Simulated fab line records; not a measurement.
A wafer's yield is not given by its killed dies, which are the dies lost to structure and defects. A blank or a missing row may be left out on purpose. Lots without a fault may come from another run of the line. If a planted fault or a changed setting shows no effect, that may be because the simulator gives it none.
fab line records	flow n5_finfet	part 1 of 2: steps 1 to 4 of 6
record lots=21	wafers=63	last_day=18
route steps=1938 shown BEOL_M10@1514 BEOL_M11@1571 BEOL_M12@1617
lots untouched by any fault: they come from a run of this same line in which no faults occurred
start_h: start of the lot's first displayed wafer, in hours after the record's first day	wait_h: hours from the lot's prior step to this one	" the same as in the row above	L1.1+2: a single row standing in for several wafers	- value missing, or start not given	* or withheld: withheld	< > ~ a bound
route shown NAME@n: names a module that has steps shown in the file, with the first one's number in the route	usual: mean and standard deviation over wafers with no fault	same: alike in all rows	chamber/n: place in a boat	sites: each site's reading	_std_site: their standard deviation	_edge_site: outer sites' mean less inner sites'	radius_mm: how far each site lies from the wafer's centre	mask NAME#n: copy n	behind: the last tool/chamber to shape the wafer	hold: what put the lot on hold/how long, in hours/how the hold closed	device: which transistor (n, p or np) failed to switch	end of line: tests run on the same wafers once the route is complete	a step without rows: its recipe alone	killed: the dies lost at the first sort to structure and to defects; this is not the yield of the wafer	map: a wafer's dies, marking killed ones x, the rest . and places with no die _
set.NAME: the setting as run; set.NAME@STEP: as run at that earlier step	model.NAME: the simulator's own value behind a step, which no gauge read
a sample of lots followed through the steps of the route, with each step as a table and each wafer as a row
services: from which hour (start_h, from the record's first day; less than 0 if before it) a tool's chamber was out of use, for how many hours, and why
## steps
# step N5_BEOL_M10_STRIP_77
# recipe chemistry=N2/H2	time_s=10	power_w=450	temp_c=40	pressure_mtorr=20	rf_frequency_hz=6e+07	bias_power_w=7	n2_flow_sccm=200	h2_flow_sccm=200
# usual drypump_motor_current_A=5.7/0.64	oes_product_au=0.82/0.068	rf_vpp_V=59.0/0.91	showerhead_plenum_p_Torr=2.51/0.098	throttle_valve_pct=23.72/0.24
# same time_s=10
lot.wafer	tool	chamber	start_h	wait_h	drypump_motor_current_A	oes_product_au	rf_hours_counter_h	rf_vpp_V	showerhead_plenum_p_Torr	throttle_valve_pct
L074.2	rie_diel-04	3	-	-	5.7	0.85	78	58.5	2.45	23.75
L074.3	"	1	"	"	6.1	0.84	63	60.7	2.47	23.38
L074.4	"	3	"	"	5.7	0.85	-	59.9	2.45	23.75
L075.1	rie_diel-03	2	-	-	4.8	0.90	47	58.6	2.50	23.47
L075.3	"	1	"	"	6.6	0.69	243	58.0	2.41	24.26
L075.5	"	1	"	"	6.6	0.68	-	59.1	2.41	24.27
L076.1	rie_diel-04	3	-	-	5.6	0.83	82	58.5	2.45	23.76
L076.2	"	2	"	"	5.8	0.67	246	59.2	2.50	23.98
L076.5	"	1	"	"	6.1	0.84	-	59.6	2.47	23.39
L078.3	rie_diel-03	1	-	-	6.6	0.67	248	58.6	2.41	24.29
L078.5	"	0	"	"	5.0	0.85	-	59.1	2.58	23.73
L078.6	"	1	"	"	6.6	0.67	-	59.0	2.41	24.28
L077.1	rie_diel-06	0	-	-	5.2	0.81	82	58.9	2.47	23.93
L077.2	"	2	"	"	5.4	0.70	244	59.0	2.41	24.15
L077.3	"	3	"	"	6.7	0.91	31	58.5	2.48	23.57
L080.2	rie_diel-04	1	-	-	6.1	0.83	79	58.9	2.47	23.39
L080.4	"	3	"	"	5.7	0.82	-	58.0	2.44	23.78
L080.5	"	1	"	"	6.1	0.82	-	59.3	2.47	23.40
L079.1	rie_diel-04	0	-	-	5.5	0.73	164	58.9	2.43	23.74
L079.4	"	1	"	"	6.2	0.82	-	59.7	2.47	23.40
L079.6	"	0	"	"	5.5	0.73	-	59.1	2.43	23.75
L082.1	rie_diel-04	1	-	-	6.1	0.82	87	58.3	2.46	23.39
L082.3	"	3	"	"	5.7	0.82	102	57.6	2.44	23.78
L082.6	"	3	"	"	5.6	0.81	-	58.6	2.44	23.80
L083.2	rie_diel-06	3	-	-	6.7	0.90	43	59.3	2.47	23.59
L083.5	"	3	"	"	6.7	0.90	-	58.1	2.47	23.60
L083.6	"	1	"	"	4.8	0.78	-	59.8	2.45	23.75
L084.3	rie_diel-04	3	-	-	5.6	0.80	107	58.5	2.44	23.79
L084.5	"	0	"	"	5.5	0.72	-	59.1	2.42	23.76
L084.6	"	2	"	"	5.9	0.93	-	59.4	2.50	23.58
L087.2	rie_diel-04	0	-	-	5.5	0.71	180	60.0	2.42	23.77
L087.3	"	2	"	"	5.9	0.92	11	57.9	2.49	23.56
L087.4	"	3	"	"	5.6	0.80	-	59.3	2.44	23.78
L085.1	rie_diel-03	0	-	-	5.0	0.83	83	58.8	2.57	23.77
L085.2	"	2	"	"	4.8	0.85	76	59.2	2.48	23.52
L085.5	"	1	"	"	6.6	0.95	-	60.7	2.72	23.99
L088.2	rie_diel-06	2	-	-	5.4	0.94	1	60.6	2.72	23.83
L088.5	"	2	"	"	5.3	0.95	-	58.9	2.72	23.83
L088.6	"	3	"	"	6.7	0.87	-	57.7	2.47	23.59
L090.1	rie_diel-04	2	-	-	5.8	0.90	20	60.0	2.49	23.56
L090.2	"	3	"	"	5.7	0.79	118	59.0	2.43	23.81
L090.3	"	1	"	"	6.2	0.79	99	57.7	2.46	23.42
L091.2	rie_diel-04	1	-	-	6.1	0.81	100	58.0	2.46	23.43
L091.4	"	3	"	"	5.7	0.80	119	57.8	2.43	23.82
L091.5	"	3	"	"	5.7	0.80	-	58.6	2.43	23.80
L092.1	rie_diel-06	0	-	-	5.2	0.79	117	58.6	2.45	23.99
L092.4	"	1	"	"	4.8	0.77	148	59.0	2.44	23.78
L092.6	"	0	"	"	5.2	0.79	-	58.9	2.45	23.99
L095.2	rie_diel-03	3	-	-	6.5	0.83	82	60.7	2.66	23.24
L095.3	"	0	"	"	5.0	0.81	98	58.5	2.56	23.80
L095.5	"	2	"	"	4.8	0.83	-	57.7	2.48	23.53
L093.1	rie_diel-03	1	-	-	6.6	0.90	26	59.0	2.72	24.00
L093.3	"	3	"	"	6.5	0.81	83	59.0	2.66	23.23
L093.5	"	2	"	"	4.8	0.82	-	58.2	2.48	23.55
L094.1	rie_diel-03	2	-	-	4.8	0.82	94	58.2	2.48	23.53
L094.2	"	0	"	"	5.0	0.80	101	60.0	2.56	23.81
L094.5	"	0	"	"	5.0	0.81	-	58.1	2.56	23.79
L097.2	rie_diel-06	1	-	-	4.8	0.76	154	59.6	2.44	23.79
L097.3	"	3	"	"	6.7	0.85	72	61.0	2.46	23.62
L097.6	"	0	"	"	5.2	0.79	-	59.2	2.45	23.99
L096.2	rie_diel-06	1	-	-	4.9	0.75	158	58.4	2.44	23.80
L096.4	"	3	"	"	6.7	0.85	-	58.5	2.46	23.64
L096.6	"	1	"	"	4.9	0.76	-	60.3	2.44	23.79
# step N5_BEOL_M11_DESCUM_33
# recipe chemistry=O2	time_s=7.9	source_power_w=50	bias_power_w=20	pressure_mtorr=20	rf_frequency_hz=2.712e+07	temp_c=40	resist=CAR-ArF	o2_flow_sccm=225
# usual drypump_motor_current_A=5.7/0.44	oes_product_au=0.74/0.073	rf_vpp_V=242.9/1.5	showerhead_plenum_p_Torr=2.09/0.069	throttle_valve_pct=20.49/0.21
# same time_s=7.9
lot.wafer	tool	chamber	start_h	wait_h	drypump_motor_current_A	oes_product_au	rf_hours_counter_h	rf_vpp_V	showerhead_plenum_p_Torr	throttle_valve_pct
L074.2	rie_diel-02	0	221.39	0.0	5.7	0.73	177	243.5	2.09	20.33
L074.3	"	1	"	"	6.2	0.71	202	243.9	2.17	20.51
L074.4	"	2	"	"	4.9	0.73	198	242.5	2.06	20.24
L075.1	rie_diel-02	0	229.29	0.0	5.7	0.73	179	242.9	2.09	20.32
L075.3	"	3	"	"	5.9	0.68	214	241.0	1.99	20.55
L075.5	"	3	"	"	5.9	0.69	-	242.8	1.99	20.56
L076.1	rie_diel-01	1	235.40	0.0	6.5	0.89	59	243.4	2.12	20.30
L076.2	"	0	"	"	6.0	0.76	166	241.4	2.02	20.81
L076.5	"	3	"	"	5.0	0.70	-	240.7	2.01	20.61
L078.3	rie_diel-05	1	250.96	0.0	5.7	0.70	195	240.5	2.00	20.90
L078.5	"	3	"	"	5.6	0.70	-	243.0	2.16	20.59
L078.6	"	0	"	"	5.9	0.81	-	245.9	2.19	20.42
L077.1	rie_diel-01	1	251.19	0.1	6.5	0.87	62	243.7	2.12	20.28
L077.2	"	3	"	"	5.0	0.71	216	241.5	2.00	20.60
L077.3	"	0	"	"	6.1	0.75	170	241.8	2.02	20.80
L080.2	rie_diel-01	3	263.04	0.0	5.0	0.70	219	240.5	2.00	20.62
L080.4	"	1	"	"	6.5	0.87	65	244.3	2.12	20.29
L080.5	"	2	"	"	6.0	0.70	-	242.7	2.14	20.48
L079.1	rie_diel-02	2	267.62	0.0	4.9	0.72	210	240.5	2.06	20.24
L079.4	"	0	"	"	5.7	0.72	190	242.6	2.08	20.34
L079.6	"	1	"	"	6.2	0.69	-	244.8	2.16	20.52
L083.2	rie_diel-05	3	285.26	0.3	5.6	0.70	247	244.8	2.16	20.64
L083.5	"	1	"	"	5.7	0.70	-	242.2	1.99	20.93
L083.6	"	0	"	"	5.9	0.81	-	244.6	2.18	20.45
L082.1	rie_diel-02	1	285.39	0.3	6.2	0.70	219	244.7	2.16	20.51
L082.3	"	2	"	"	5.0	0.72	216	243.5	2.05	20.25
L082.6	"	2	"	"	4.9	0.72	-	244.2	2.05	20.27
L084.3	rie_diel-05	2	299.44	0.0	5.7	0.70	246	245.1	2.14	20.40
L084.5	"	0	"	"	5.8	0.80	-	245.4	2.18	20.45
L084.6	"	1	"	"	5.7	0.70	-	241.7	1.99	20.92
L087.2	rie_diel-01	0	302.17	0.0	6.0	0.74	185	240.7	2.02	20.83
L087.3	"	1	"	"	6.5	0.87	78	244.8	2.12	20.32
L087.4	"	3	"	"	5.0	0.70	230	239.7	2.00	20.63
L085.1	rie_diel-01	3	308.06	0.0	5.0	0.69	232	241.0	2.00	20.64
L085.2	"	2	"	"	6.0	0.70	222	245.0	2.13	20.51
L085.5	"	1	"	"	6.5	0.85	-	244.5	2.12	20.31
L088.2	rie_diel-05	3	308.55	0.3	5.6	0.97	1	244.3	2.16	20.22
L088.5	"	2	"	"	5.6	0.70	-	244.1	2.14	20.42
L088.6	"	3	"	"	5.6	0.97	-	244.9	2.16	20.23
L090.1	rie_diel-02	1	328.23	0.2	6.2	0.69	231	243.2	2.16	20.54
L090.2	"	0	"	"	5.7	0.72	206	242.3	2.08	20.38
L090.3	"	2	"	"	4.9	0.70	229	243.2	2.05	20.30
L091.2	rie_diel-02	1	330.67	0.0	6.2	0.69	232	244.7	2.16	20.54
L091.4	"	2	"	"	4.9	0.70	230	242.2	2.05	20.28
L091.5	"	3	"	"	5.9	0.67	-	241.8	1.98	20.58
L092.1	rie_diel-02	0	343.28	0.0	5.7	0.70	211	242.1	2.07	20.37
L092.4	"	3	"	"	5.9	0.67	248	239.7	1.98	20.59
L092.6	"	2	"	"	4.9	0.70	-	242.1	2.05	20.29
L095.2	rie_diel-05	3	354.45	0.2	5.6	0.92	16	243.0	2.15	20.24
L095.3	"	2	"	"	5.6	0.94	6	244.0	2.13	20.01
L095.5	"	3	"	"	5.6	0.91	-	242.8	2.15	20.23
L093.1	rie_diel-02	0	354.69	0.0	5.7	0.69	214	242.6	2.07	20.39
L093.3	"	1	"	"	6.1	0.69	240	245.6	2.15	20.54
L093.5	"	1	"	"	6.2	0.69	-	244.2	2.15	20.53
L097.2	rie_diel-01	0	363.72	0.0	6.0	0.73	204	240.5	2.01	20.85
L097.3	"	2	"	"	5.9	0.68	239	244.2	2.13	20.52
L097.6	"	0	"	"	6.0	0.73	-	241.8	2.01	20.85
L094.1	rie_diel-05	2	363.89	0.0	5.6	0.91	9	243.3	2.13	20.00
L094.2	"	1	"	"	5.7	0.68	227	241.1	1.99	20.97
L094.5	"	0	"	"	5.9	0.78	-	246.0	2.18	20.48
L096.2	rie_diel-02	1	375.18	0.0	6.1	0.69	246	245.7	2.15	20.56
L096.4	"	2	"	"	4.9	0.70	245	241.5	2.04	20.31
L096.6	"	1	"	"	6.1	0.69	-	243.0	2.15	20.56
# step N5_BEOL_M11_STRIP_77
# recipe chemistry=N2/H2	time_s=10	power_w=450	temp_c=40	pressure_mtorr=20	rf_frequency_hz=6e+07	bias_power_w=7	n2_flow_sccm=200	h2_flow_sccm=200
# usual drypump_motor_current_A=5.8/0.44	oes_product_au=0.74/0.073	rf_vpp_V=59.2/0.92	showerhead_plenum_p_Torr=2.53/0.088	throttle_valve_pct=23.67/0.27
# same time_s=10
lot.wafer	tool	chamber	start_h	wait_h	drypump_motor_current_A	oes_product_au	rf_hours_counter_h	rf_vpp_V	showerhead_plenum_p_Torr	throttle_valve_pct
L074.2	rie_diel-02	0	-	-	5.7	0.73	177	59.6	2.52	23.48
L074.3	"	1	"	"	6.2	0.72	202	59.2	2.59	23.28
L074.4	"	2	"	"	5.0	0.73	198	59.3	2.51	23.61
L075.1	rie_diel-02	0	-	-	5.7	0.73	179	60.8	2.52	23.49
L075.3	"	3	"	"	5.9	0.69	214	60.0	2.42	23.85
L075.5	"	3	"	"	5.9	0.70	-	59.6	2.42	23.85
L076.1	rie_diel-01	1	-	-	6.5	0.87	59	59.2	2.59	23.75
L076.2	"	0	"	"	6.1	0.77	166	58.3	2.42	23.69
L076.5	"	3	"	"	5.0	0.71	-	59.9	2.42	24.04
L078.3	rie_diel-05	1	-	-	5.7	0.71	195	58.5	2.41	24.27
L078.5	"	3	"	"	5.6	0.71	-	58.7	2.62	23.80
L078.6	"	0	"	"	5.9	0.82	-	57.1	2.66	23.49
L077.1	rie_diel-01	1	-	-	6.5	0.87	62	58.8	2.58	23.75
L077.2	"	3	"	"	5.0	0.70	216	57.6	2.42	24.07
L077.3	"	0	"	"	6.0	0.76	170	57.8	2.42	23.68
L080.2	rie_diel-01	3	-	-	5.0	0.70	219	58.0	2.41	24.06
L080.4	"	1	"	"	6.5	0.87	66	60.4	2.58	23.75
L080.5	"	2	"	"	5.9	0.70	-	60.1	2.61	23.62
L079.1	rie_diel-02	2	-	-	5.0	0.72	211	60.4	2.51	23.65
L079.4	"	0	"	"	5.8	0.72	190	59.2	2.52	23.49
L079.6	"	1	"	"	6.2	0.69	-	59.0	2.59	23.28
L083.2	rie_diel-05	3	-	-	5.6	0.69	247	58.1	2.61	23.80
L083.5	"	1	"	"	5.7	0.70	-	58.4	2.40	24.27
L083.6	"	0	"	"	5.9	0.79	-	59.7	2.66	23.50
L082.1	rie_diel-02	1	-	-	6.2	0.70	220	59.6	2.59	23.31
L082.3	"	2	"	"	5.0	0.72	217	58.0	2.51	23.65
L082.6	"	2	"	"	4.9	0.72	-	60.1	2.51	23.65
L084.3	rie_diel-05	2	-	-	5.6	0.70	247	59.7	2.60	23.47
L084.5	"	0	"	"	5.9	0.80	-	58.7	2.66	23.52
L084.6	"	1	"	"	5.7	0.70	-	58.4	2.40	24.28
L087.2	rie_diel-01	0	-	-	6.0	0.74	186	58.2	2.41	23.70
L087.3	"	1	"	"	6.5	0.86	78	59.5	2.58	23.78
L087.4	"	3	"	"	5.0	0.69	231	59.9	2.41	24.09
L085.1	rie_diel-01	3	-	-	5.0	0.69	232	57.9	2.41	24.09
L085.2	"	2	"	"	6.0	0.69	222	60.1	2.61	23.65
L085.5	"	1	"	"	6.5	0.86	-	59.4	2.58	23.77
L088.2	rie_diel-05	3	-	-	5.6	0.97	1	58.6	2.61	23.45
L088.5	"	2	"	"	5.6	0.70	-	60.1	2.60	23.49
L088.6	"	3	"	"	5.6	0.97	-	59.4	2.61	23.45
L090.1	rie_diel-02	1	-	-	6.1	0.68	232	59.8	2.58	23.32
L090.2	"	0	"	"	5.7	0.71	206	59.6	2.51	23.52
L090.3	"	2	"	"	5.0	0.71	229	58.7	2.50	23.66
L091.2	rie_diel-02	1	-	-	6.2	0.68	233	57.0	2.58	23.32
L091.4	"	2	"	"	5.0	0.70	230	59.3	2.50	23.66
L091.5	"	3	"	"	5.9	0.67	-	57.8	2.41	23.90
L092.1	rie_diel-02	0	-	-	5.8	0.71	211	59.3	2.51	23.55
L092.4	"	3	"	"	5.9	0.66	248	59.3	2.41	23.90
L092.6	"	2	"	"	5.0	0.70	-	59.7	2.50	23.65
L095.2	rie_diel-05	3	-	-	5.6	0.92	17	58.4	2.61	23.45
L095.3	"	2	"	"	5.6	0.93	7	59.3	2.60	23.10
L095.5	"	3	"	"	5.6	0.91	-	59.5	2.61	23.49
L093.1	rie_diel-02	0	-	-	5.8	0.70	214	58.7	2.50	23.53
L093.3	"	1	"	"	6.1	0.69	240	59.4	2.58	23.34
L093.5	"	1	"	"	6.2	0.69	-	58.4	2.58	23.34
L097.2	rie_diel-01	0	-	-	6.1	0.74	205	57.4	2.41	23.75
L097.3	"	2	"	"	5.9	0.68	239	58.9	2.60	23.65
L097.6	"	0	"	"	6.1	0.73	-	58.8	2.41	23.74
L094.1	rie_diel-05	2	-	-	5.6	0.92	9	60.5	2.60	23.11
L094.2	"	1	"	"	5.7	0.68	227	57.3	2.39	24.30
L094.5	"	0	"	"	5.9	0.78	-	60.2	2.65	23.56
L096.2	rie_diel-02	1	-	-	6.2	0.68	246	58.9	2.57	23.35
L096.4	"	2	"	"	4.9	0.70	245	58.7	2.49	23.68
L096.6	"	1	"	"	6.2	0.67	-	59.9	2.57	23.33
# step N5_BEOL_M11_INSPECT_58
# recipe inspect_instrument=darkfield	mode=post_dep
# usual raw_defect_count=71/21
lot.wafer	tool	chamber	start_h	wait_h	raw_defect_count
L074.2	defect_inspect-02	-	224.92	0.0	62
L074.3	"	-	"	"	116
L074.4	"	-	"	"	46
L075.1	defect_inspect-02	-	232.64	0.0	52
L075.3	"	-	"	"	84
L075.5	"	-	"	"	99
L076.1	defect_inspect-01	-	238.93	0.0	60
L076.2	"	-	"	"	43
L076.5	"	-	"	"	84
L078.3	defect_inspect-01	-	253.78	0.0	69
L078.5	"	-	"	"	39
L078.6	"	-	"	"	76
L077.1	defect_inspect-01	-	254.81	0.0	67
L077.2	"	-	"	"	115
L077.3	"	-	"	"	94
L080.2	defect_inspect-02	-	265.82	0.0	72
L080.4	"	-	"	"	55
L080.5	"	-	"	"	53
L079.1	defect_inspect-02	-	270.83	0.0	66
L079.4	"	-	"	"	41
L079.6	"	-	"	"	48
L082.1	defect_inspect-01	-	288.64	0.0	56
L082.3	"	-	"	"	68
L082.6	"	-	"	"	75
L083.2	defect_inspect-01	-	289.16	0.0	45
L083.5	"	-	"	"	45
L083.6	"	-	"	"	108
L084.3	defect_inspect-02	-	302.51	0.0	65
L084.5	"	-	"	"	64
L084.6	"	-	"	"	88
L087.2	defect_inspect-01	-	305.79	0.0	52
L087.3	"	-	"	"	104
L087.4	"	-	"	"	76
L085.1	defect_inspect-01	-	311.17	0.0	59
L085.2	"	-	"	"	51
L085.5	"	-	"	"	45
L088.2	defect_inspect-02	-	314.56	0.0	60
L088.5	"	-	"	"	43
L088.6	"	-	"	"	45
L090.1	defect_inspect-01	-	331.50	0.0	61
L090.2	"	-	"	"	104
L090.3	"	-	"	"	42
L091.2	defect_inspect-02	-	334.20	0.0	40
L091.4	"	-	"	"	56
L091.5	"	-	"	"	51
L092.1	defect_inspect-01	-	346.42	0.0	95
L092.4	"	-	"	"	86
L092.6	"	-	"	"	87
L095.2	defect_inspect-02	-	357.82	0.0	63
L095.3	"	-	"	"	97
L095.5	"	-	"	"	72
L093.1	defect_inspect-02	-	357.91	0.0	96
L093.3	"	-	"	"	45
L093.5	"	-	"	"	71
L097.2	defect_inspect-01	-	368.86	0.0	57
L097.3	"	-	"	"	61
L097.6	"	-	"	"	85
L094.1	defect_inspect-02	-	369.24	0.0	97
L094.2	"	-	"	"	71
L094.5	"	-	"	"	63
L096.2	defect_inspect-01	-	377.88	0.0	89
L096.4	"	-	"	"	89
L096.6	"	-	"	"	100
